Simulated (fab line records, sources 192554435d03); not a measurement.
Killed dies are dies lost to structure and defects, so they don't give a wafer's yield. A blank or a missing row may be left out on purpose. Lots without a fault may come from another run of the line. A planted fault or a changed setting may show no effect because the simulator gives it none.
fab line records | flow n5_finfet
record lots=6 wafers=18 last_day=19
route steps=1938 shown BEOL_M3@999 BEOL_M4@1111 PASSIVATION@1936
lots that met no fault: from a run of the same line without faults
start_h: hours from the record's first day to the start of the lot's first wafer shown | wait_h: hours since the lot's step before | " the same as in the row above | L1.1+2: a row that stands for several wafers | - no value, or no start given | * or withheld: withheld | < > ~ a bound
route shown NAME@n: a module of which the file shows steps, and the number in the route of the first | usual: mean/standard deviation of fault-free wafers | same: alike in all rows | chamber/n: place in a boat | sites: the reading at each site | _std_site: their standard deviation | _edge_site: outer sites' mean less inner sites' | radius_mm: how far each site lies from the wafer's centre | mask NAME#n: copy n | behind: the tool/chamber that last shaped the wafer | hold: why the lot was held/for how many hours/how that ended | device: the transistor (n, p or np) that didn't switch | end of line: the same wafers' tests at the end of the route | a step without rows: its recipe alone | killed: dies lost to structure and defects at the first sort, not the wafer's yield | map: a wafer's dies, x killed, . not, _ none there
set.NAME: the setting as run; set.NAME@STEP: as run at that earlier step | model.NAME: the simulator's own value behind a step, which no gauge read
lots at some steps of the route; a table a step, a row a wafer
services: from which hour (start_h, from the record's first day; less than 0 if before it) a tool's chamber was out of use, for how many hours, and why
## steps
# step N5_BEOL_M3_ANNEAL_82
# recipe temp_c=400 time_s=240 ambient=vacuum
# usual heater_power_w=783/91
# same time_s=240
# columns lot.wafer tool chamber start_h wait_h heater_power_w
L850.2 pvd_sputter-01 - 200.51 0.0 882
L850.3 " - " " 779
L850.6 " - " " 739
L848.1 pvd_sputter-03 - 202.48 0.0 657
L848.3 " - " " 725
L848.5 " - " " 666
L851.2 pvd_sputter-01 - 204.37 0.0 791
L851.5 " - " " 895
L851.6 " - " " 726
L862.1 pvd_sputter-03 - 276.09 0.0 711
L862.4 " - " " 691
L862.5 " - " " 659
L865.3 pvd_sputter-02 - 294.45 0.0 961
L865.4 " - " " 823
L865.5 " - " " 822
L867.3 pvd_sputter-02 - 306.86 0.0 726
L867.4 " - " " 703
L867.6 " - " " 804
# step N5_BEOL_M3_SPUTTER_86
# recipe material=Cu target_thk_a=45 temp_c=-20 chamber_pressure_pa=0.07 power_w=withheld time_s=8.29
# step N5_BEOL_M3_ANNEAL_87
# recipe temp_c=400 time_s=240 ambient=vacuum
# usual heater_power_w=781/90
# same time_s=240
# columns lot.wafer tool chamber start_h wait_h heater_power_w
L850.2 pvd_sputter-01 - 200.73 0.0 884
L850.3 " - " " 775
L850.6 " - " " 728
L848.1 pvd_sputter-03 - 202.70 0.0 658
L848.3 " - " " 690
L848.5 " - " " 684
L851.2 pvd_sputter-01 - 204.59 0.0 785
L851.5 " - " " 890
L851.6 " - " " 723
L862.1 pvd_sputter-03 - 276.31 0.0 720
L862.4 " - " " 707
L862.5 " - " " 656
L865.3 pvd_sputter-02 - 294.67 0.0 947
L865.4 " - " " 803
L865.5 " - " " 823
L867.3 pvd_sputter-02 - 307.08 0.0 706
L867.4 " - " " 703
L867.6 " - " " 802
# step N5_BEOL_M3_SPUTTER_88
# recipe material=Cu target_thk_a=45 temp_c=-20 chamber_pressure_pa=0.07 power_w=withheld time_s=8.29
# step N5_BEOL_M3_ANNEAL_89
# recipe temp_c=400 time_s=240 ambient=vacuum
# usual heater_power_w=782/90
# same time_s=240
# columns lot.wafer tool chamber start_h wait_h heater_power_w
L850.2 pvd_sputter-01 - 200.95 0.0 879
L850.3 " - " " 788
L850.6 " - " " 743
L848.1 pvd_sputter-03 - 202.92 0.0 650
L848.3 " - " " 702
L848.5 " - " " 667
L851.2 pvd_sputter-01 - 204.81 0.0 794
L851.5 " - " " 880
L851.6 " - " " 755
L862.1 pvd_sputter-03 - 276.53 0.0 716
L862.4 " - " " 699
L862.5 " - " " 660
L865.3 pvd_sputter-02 - 294.89 0.0 966
L865.4 " - " " 801
L865.5 " - " " 801
L867.3 pvd_sputter-02 - 307.30 0.0 703
L867.4 " - " " 708
L867.6 " - " " 828
# step N5_BEOL_M3_SPUTTER_90
# recipe material=Cu target_thk_a=45 temp_c=-20 chamber_pressure_pa=0.07 power_w=withheld time_s=8.29
# usual chuck_sensor_temp_C=-15.8/0.39 throttle_valve_pct=29.9/1.1
# same time_s=8.29
# columns lot.wafer tool chamber start_h wait_h chuck_sensor_temp_C throttle_valve_pct
L850.2 pvd_sputter-01 - 201.09 0.1 -16.6 29.5
L850.3 " - " " -15.7 30.2
L850.6 " - " " -15.6 31.0
L848.1 pvd_sputter-03 - 203.06 0.1 -16.1 29.1
L848.3 " - " " -16.4 30.7
L848.5 " - " " -16.3 28.9
L851.2 pvd_sputter-01 - 204.95 0.1 -15.9 29.9
L851.5 " - " " -16.5 29.7
L851.6 " - " " -15.8 31.3
L862.1 pvd_sputter-03 - 276.67 0.1 -16.2 30.8
L862.4 " - " " -15.4 30.7
L862.5 " - " " -16.1 29.1
L865.3 pvd_sputter-02 - 295.03 0.1 -15.3 29.8
L865.4 " - " " -16.1 29.6
L865.5 " - " " -16.0 29.6
L867.3 pvd_sputter-02 - 307.44 0.1 -15.9 30.5
L867.4 " - " " -15.2 31.8
L867.6 " - " " -15.9 29.5
# step N5_BEOL_M3_ANNEAL_91
# recipe temp_c=400 time_s=240 ambient=vacuum
# step N5_BEOL_M3_SPUTTER_92
# recipe material=Cu target_thk_a=45 temp_c=-20 chamber_pressure_pa=0.07 power_w=withheld time_s=8.29
# step N5_BEOL_M3_ANNEAL_93
# recipe temp_c=400 time_s=240 ambient=vacuum
# usual heater_power_w=784/91
# same time_s=240
# columns lot.wafer tool chamber start_h wait_h heater_power_w
L850.2 pvd_sputter-01 - 201.39 0.0 878
L850.3 " - " " 796
L850.6 " - " " 722
L848.1 pvd_sputter-03 - 203.36 0.0 646
L848.3 " - " " 715
L848.5 " - " " 664
L851.2 pvd_sputter-01 - 205.25 0.0 798
L851.5 " - " " 902
L851.6 " - " " 734
L862.1 pvd_sputter-03 - 276.97 0.0 716
L862.4 " - " " 682
L862.5 " - " " 641
L865.3 pvd_sputter-02 - 295.33 0.0 940
L865.4 " - " " 819
L865.5 " - " " 813
L867.3 pvd_sputter-02 - 307.74 0.0 685
L867.4 " - " " 706
L867.6 " - " " 818
# step N5_BEOL_M3_SPUTTER_94
# recipe material=Cu target_thk_a=45 temp_c=-20 chamber_pressure_pa=0.07 power_w=withheld time_s=8.29
# step N5_BEOL_M3_ANNEAL_95
# recipe temp_c=400 time_s=240 ambient=vacuum
# step N5_BEOL_M3_SPUTTER_96
# recipe material=Cu target_thk_a=45 temp_c=-20 chamber_pressure_pa=0.07 power_w=withheld time_s=8.29
# step N5_BEOL_M3_ECD_50
# recipe material=Cu target_thk_a=3000
# columns lot.wafer tool chamber start_h wait_h model.Cu_of_BEOL_M3_ECD_50.thk_nm
L850.2 ecd_cu-02 0 201.86 0.1 294.6
L850.3 " 1 " " 300.8
L850.6 " 0 " " 296.4
L848.1 ecd_cu-02 1 203.84 0.1 293.6
L848.3 " 1 " " 205
L848.5 " 0 " " 296.6
L851.2 ecd_cu-02 0 205.72 0.1 297.6
L851.5 " 0 " " 298
L851.6 " 1 " " 205.6
L862.1 ecd_cu-01 0 277.45 0.1 298.6
L862.4 " 0 " " 301.2
L862.5 " 0 " " 300.4
L865.3 ecd_cu-01 1 295.83 0.1 293.8
L865.4 " 0 " " 298.4
L865.5 " 0 " " 298.8
L867.3 ecd_cu-02 1 308.23 0.1 299.4
L867.4 " 0 " " 301.8
L867.6 " 0 " " 302.6
# step N5_BEOL_M3_ANNEAL_51
# recipe temp_c=225 time_s=90 ambient=N2
# step N5_BEOL_M3_CMP_52
# recipe stop_on=SiOC t_overpolish_s=6.8 down_force_psi=1 platen_rpm=50 clearing_platen_down_force_psi=1.5 clearing_platen_rpm=50 post_cmp_clean=cu_alkaline target_thk_nm=40 clearing_platen_pad_velocity_m_s=0.99484 pad_velocity_m_s=0.99484
# usual motor_current_A=6.0/0.39 platen_rpm=49.99/0.035 time_to_endpoint_s=62/3.1
# columns lot.wafer tool chamber start_h wait_h motor_current_A platen_rpm time_to_endpoint_s
L850.3 cmp-04 0 202.53 0.2 6.0 50.02 60
L850.2 " 2 " " 6.9 49.98 59
L850.6 " 3 " " 6.1 50.03 59
L848.3 cmp-04 2 205.31 0.4 6.4 50.00 42
L848.1 " 3 " " 5.9 50.02 63
L848.5 " 0 " " 6.1 50.00 64
L851.2 cmp-01 1 206.14 0.2 6.0 50.06 63
L851.6 " 0 " " 5.6 50.05 46
L851.5 " 1 " " 6.0 50.05 63
L862.4 cmp-03 3 278.11 0.2 5.4 50.05 60
L862.1 " 1 " " 6.0 49.96 60
L862.5 " 3 " " 5.6 49.96 57
L865.4 cmp-03 1 296.26 0.2 5.7 49.99 60
L865.3 " 2 " " 5.3 50.02 62
L865.5 " 3 " " 5.5 49.98 62
L867.3 cmp-03 1 308.59 0.2 5.7 49.92 61
L867.4 " 3 " " 5.6 49.98 62
L867.6 " 1 " " 6.1 50.00 60
# step N5_BEOL_M3_THK_MEAS_53
# recipe thk_meas_gauge=xrf reads=Cu_of_BEOL_M3_ECD_50
# usual M3_THK=39.9/1.7
# columns lot.wafer tool chamber start_h wait_h M3_THK[nm]
L850.2 film_metro-02 - 202.79 - 35.9
L850.3 " - " " 40.2
L850.6 " - " " 39.4
L848.1 film_metro-02 - 205.53 - 39.6
L848.3 " - " " 40.5
L848.5 " - " " 41.2
L851.2 film_metro-02 - 206.39 - 40.1
L851.5 " - " " 41.5
L851.6 " - " " 41.7
L862.1 film_metro-02 - 278.40 - 38.3
L862.4 " - " " 39.5
L862.5 " - " " 39.4
L865.3 film_metro-02 - 296.48 - 37.8
L865.4 " - " " 38.7
L865.5 " - " " 40.3
L867.3 film_metro-01 - 308.89 - 37.2
L867.4 " - " " 39.7
L867.6 " - " " 37.9
# step N5_BEOL_M4_RC_MEAS_101
# usual DIBL_N=35.8/1.7 DIBL_P=35.3/2 IOFF_N=0.150/0.026 IOFF_P=0.194/0.029 ION_N=667/11 ION_P=456/7.1 SS_N=71.4/0.65 SS_P=73.1/0.64 VT_N=251/3 VT_P=-252/3.2
# columns lot.wafer tool chamber start_h wait_h DIBL_N[mV/V] DIBL_P[mV/V] IOFF_N[nA/um] IOFF_P[nA/um] ION_N[uA/um] ION_P[uA/um] SS_N[mV/dec] SS_P[mV/dec] VT_N[mV] VT_P[mV]
L850.2 prober-02 0 239.28 0.2 33.8 36.5 0.127 0.164 667 454 71.2 73.3 253 -257
L850.3 " 0 " " 35.6 37.6 0.156 0.179 669 458 71.8 73.0 251 -255
L850.6 " 0 " " 33.1 35.3 0.128 0.163 663 457 71.4 72.1 252 -255
L848.1 prober-01 0 242.34 0.0 36.9 37.8 0.179 0.212 673 457 71.9 73.9 245 -250
L848.3 " 0 " " 34.6 34.3 0.137 0.184 660 452 70.8 72.6 251 -254
L848.5 " 0 " " 37.1 36.9 0.160 0.201 660 451 71.5 73.7 248 -252
L851.2 prober-02 0 244.41 0.2 37.8 36.6 0.176 0.210 681 463 71.4 73.4 250 -248
L851.5 " 0 " " 37.0 35.5 0.159 0.197 662 454 71.0 72.3 248 -251
L851.6 " 0 " " 37.0 36.2 0.160 0.199 673 455 72.0 73.4 251 -251
L862.1 prober-02 0 313.71 0.0 33.4 34.1 0.117 0.176 664 461 70.9 72.9 255 -251
L862.4 " 0 " " 35.8 37.1 0.152 0.223 675 469 70.9 73.5 248 -249
L862.5 " 0 " " 38.3 38.8 0.194 0.245 684 465 71.8 74.2 247 -246
L865.3 prober-02 0 327.51 0.3 37.2 37.2 0.165 0.194 671 452 72.0 73.4 253 -255
L865.4 " 0 " " 35.3 34.5 0.134 0.157 660 449 72.2 73.7 254 -255
L865.5 " 0 " " 36.5 35.8 0.159 0.191 658 443 72.0 73.5 253 -253
L867.3 prober-01 0 339.03 0.3 36.4 35.4 0.173 0.183 660 446 72.2 73.2 248 -255
L867.4 " 0 " " 35.1 34.1 0.147 0.167 669 450 71.7 72.8 251 -254
L867.6 " 0 " " 33.0 31.0 0.116 0.135 646 443 71.0 71.7 253 -257
# step N5_PASSIVATION_PROBE_49
# usual defect_limited_yield=91.5/1.4 killed_at_M0_to_M3=34/11 killed_at_M4_up=15/6 killed_at_contacts=11/5.9 killed_at_front_end=37/11 killed_at_other=3.6/2.9 killed_dies=101/17 killed_open=66/12 killed_short=33/7.8 sort_bin_5_function=5.0/0.97 sort_bin_6_memory=3.2/0.65 sort_bin_8_speed=0.02/0.2 sort_n_pass=1079/17 sort_yield_pct=91.4/1.4
# same gross_dies=1180 killed_at_back_side=0 sort_bin_4_leakage[%]=0
# columns lot.wafer tool chamber start_h wait_h defect_limited_yield[%] killed_at_M0_to_M3 killed_at_M4_up killed_at_contacts killed_at_front_end killed_at_other killed_dies killed_open killed_short sort_bin_5_function[%] sort_bin_6_memory[%] sort_bin_8_speed[%] sort_n_pass sort_yield_pct[%]
L850.2 prober-01 - 337.92 0.1 91.4 32 7 14 47 1 101 76 24 4.7 3.6 0 1079 91.4
L850.3 prober-01 - 337.97 0.1 92.2 24 16 7 43 2 92 62 27 4.7 2.8 0 1088 92.2
L850.6 prober-01 - 338.12 0.3 91.5 26 7 7 58 2 100 60 38 4.3 3.6 0 1080 91.5
# killed by level:class
L850.2 STI_FIN_REVEAL:geometric_particle:open=12 MOL_CONTACT_COAG:geometric_particle:open=12 BEOL_M0_SAQP:geometric_particle:open=7 BEOL_M0_SAQP:geometric_particle:short=7 BEOL_M1:geometric_particle:open=7 DUMMY_GATE:geometric_particle:open=5 ILD0:geometric_particle:open=5 GATE_CUT:geometric_particle:open=5
L850.3 BEOL_M2:geometric_particle:open=10 FIN_SAQP:geometric_particle:short=9 DUMMY_GATE:geometric_particle:open=9 STI_FIN_REVEAL:geometric_particle:open=8 FIN_SAQP:geometric_particle:open=6 BEOL_M0_SAQP:geometric_particle:short=6 BEOL_M4:geometric_particle:open=5 BEOL_M6:geometric_particle:open=5
L850.6 STI_FIN_REVEAL:geometric_particle:open=13 FIN_SAQP:geometric_particle:short=7 DUMMY_GATE:geometric_particle:open=6 GATE_CUT:geometric_particle:short=6 MOL_CONTACT_COAG:geometric_particle:open=6 BEOL_M0_SAQP:geometric_particle:short=5 GATE_CUT:geometric_particle:open=5 BEOL_M0_SAQP:geometric_particle:open=5
## services
# columns tool chamber start_h hours kind
ecd_cu-01 - 182.22 4.0 repair
ecd_cu-01 - 189.50 3.2 repair
cmp-03 - 193.45 7.5 pm
cmp-01 - 209.94 0.7 repair
cmp-04 - 210.22 3.0 repair
cmp-03 - 212.44 7.1 pm
cmp-04 - 222.11 5.8 pm
pvd_sputter-02 - 228.43 5.9 repair
cmp-03 - 246.75 0.9 repair
cmp-04 - 254.38 2.5 repair
ecd_cu-01 - 263.47 1.2 repair
cmp-01 - 263.67 4.0 pm
cmp-03 - 265.61 2.3 repair
ecd_cu-01 - 267.24 4.8 pm
cmp-01 - 267.67 - consumable_replace:conditioner
cmp-01 - 267.67 - consumable_replace:pad
cmp-03 - 273.08 2.2 repair
ecd_cu-02 - 299.59 0.7 repair
## key
first_sign step=N5_BEOL_M3_CMP_52 reading=time_to_endpoint_s direction=down sigmas=5.9 usual=* struck=*
effect none on later readings
model_effect step=N5_BEOL_M3_ECD_50 value=Cu_of_BEOL_M3_ECD_50.thk_nm without=297 struck=205.3
met_at N5_BEOL_M3_ECD_50
struck_wafers L848.3,L851.6
onset_between 201.86 203.84
fault kind=process_parameter_drift tool=ecd_cu-02 chamber=- onset_h=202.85 steps=N5_BEOL_M3_ECD_50 channel=target_thk_a offset=* shape=step end_h=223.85 scope=struck_wafers_only acts_in=* stated=*
